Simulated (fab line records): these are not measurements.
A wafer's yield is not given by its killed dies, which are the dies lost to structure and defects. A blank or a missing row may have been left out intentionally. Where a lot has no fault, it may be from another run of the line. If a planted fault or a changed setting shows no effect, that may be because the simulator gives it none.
Struck lot and sound lot, side by side :: flow nand_harc :: 15 steps out of a route of 1302
Sound: the wafers L750.3, L750.5, L750.6. Wafers L741.1, L741.2, L741.6 were the ones struck. The cause comes at the end.
Per side, at each step with rows, come the tool, then ch with its chambers, and then its first start. Under that, the readings that differ: sound wafers :: struck wafers :: difference of the means :: sigmas: that difference in standard deviations of wafers without a fault.
alike: readings whose means differ by less than 2 such deviations, and words and numbers that are the same on both sides. not compared: withheld readings, readings that some wafer has no value for, bounds like >300 that may hide the same value, and numbers for which the record gives no deviation and whose values overlap.
The two part at a step that has a row with sigmas, a row that says differs or no value, or rows on one side only. Non-overlapping numbers with no deviation appear without sigmas and do not part them. A reading missing from all wafers of one side parts the sides only when that side holds two or more wafers.

first, 3 steps without rows for these wafers: NHARC_A_CONTACT_ETCH_113 (etches the open film in C4F8/O2/Ar, time 190 s, target depth 1850 nm); NHARC_A_CONTACT_ETCH_114 (etches the open film in C4F8/O2/Ar, time 190 s, target depth 1850 nm); NHARC_A_CONTACT_ETCH_115 (etches the open film in C4F8/O2/Ar, time 190 s, target depth 1850 nm).
NHARC_A_CONTACT_ETCH_116: etches the open film in C4F8/O2/Ar, time 190 s, target depth 1850 nm.
  sound on har_cap_etch-02 ch 0,1, day 29 23:29; struck on har_cap_etch-02 ch 0,1, day 26 21:32
  alike: chamber_pressure_mTorr, oes_air_line_au
  not compared: rf_hours_counter_h
NHARC_A_CONTACT_ETCH_117: etches the open film in C4F8/O2/Ar, time 190 s, target depth 1850 nm.
  sound on har_cap_etch-02 ch 0,1, day 29 23:40; struck on har_cap_etch-02 ch 0,1, day 26 21:42
  alike: chamber_pressure_mTorr, oes_air_line_au
  not compared: rf_hours_counter_h
NHARC_A_CONTACT_ETCH_118: etches the open film in C4F8/O2/Ar, time 190 s, target depth 1850 nm.
  sound on har_cap_etch-02 ch 0,1, day 29 23:50; struck on har_cap_etch-02 ch 0,1, day 26 21:52
  alike: chamber_pressure_mTorr, oes_air_line_au
  not compared: rf_hours_counter_h
NHARC_A_CONTACT_ETCH_119: etches the open film in C4F8/O2/Ar, time 190 s, target depth 1850 nm.
  sound on har_cap_etch-02 ch 0,1, day 30 00:01; struck on har_cap_etch-02 ch 0,1, day 26 22:02
  alike: chamber_pressure_mTorr, oes_air_line_au
  not compared: rf_hours_counter_h
then, 2 steps without rows for these wafers: NHARC_A_CONTACT_ETCH_120 (etches the open film in C4F8/O2/Ar, time 190 s, target depth 1850 nm); NHARC_A_CONTACT_ETCH_121 (etches the open film in C4F8/O2/Ar, time 190 s, target depth 1850 nm).
NHARC_A_CONTACT_ETCH_122: etches the open film in C4F8/O2/Ar, time 190 s, target depth 1850 nm.
  sound on har_cap_etch-02 ch 0,1, day 30 00:31; struck on har_cap_etch-02 ch 0,1, day 26 22:34
  alike: chamber_pressure_mTorr, oes_air_line_au
  not compared: rf_hours_counter_h
then, 2 steps without rows for these wafers: NHARC_A_CONTACT_ETCH_123 (etches the open film in C4F8/O2/Ar, time 490 s, target depth 2110 nm); NHARC_A_CONTACT_ETCH_90 (etches the open film in CH3F/O2, target depth 40 nm, time 85.7 s).
NHARC_A_CONTACT_ETCH_96: etches the open film in C4F6/O2, target depth 20 nm, time 10 s.
  sound on rie_diel-11 ch 1,2, day 30 01:44; struck on rie_diel-11 ch 1,2,3, day 26 23:50
  no value came back on the struck wafers for any of 8 readings (bias_w (W), c4f6_flow_sccm (sccm) and others); on the sound wafers bias_w (W) reads 498.9 502.1 499.2
  not compared: rf_hours_counter_h
NHARC_A_CONTACT_CD_MEAS_53:
  struck on cd_sem-01, day 26 23:55; sound on cd_sem-01, day 30 01:50
  alike: cd_nm
-- jump in the record: it breaks off in module A_CONTACT and resumes in module END (first step shown: number 1302 of the route), and 4 days separate the struck wafers' starts before and after --
NHARC_END_SORT_01:
  the record has rows for the struck wafers here (prober-02 ch 0, day 30 22:23) and none for the sound ones

WHERE THEY PART
First at NHARC_A_CONTACT_ETCH_96; last, within this record, at NHARC_END_SORT_01.

WHY: whatever the simulator had introduced
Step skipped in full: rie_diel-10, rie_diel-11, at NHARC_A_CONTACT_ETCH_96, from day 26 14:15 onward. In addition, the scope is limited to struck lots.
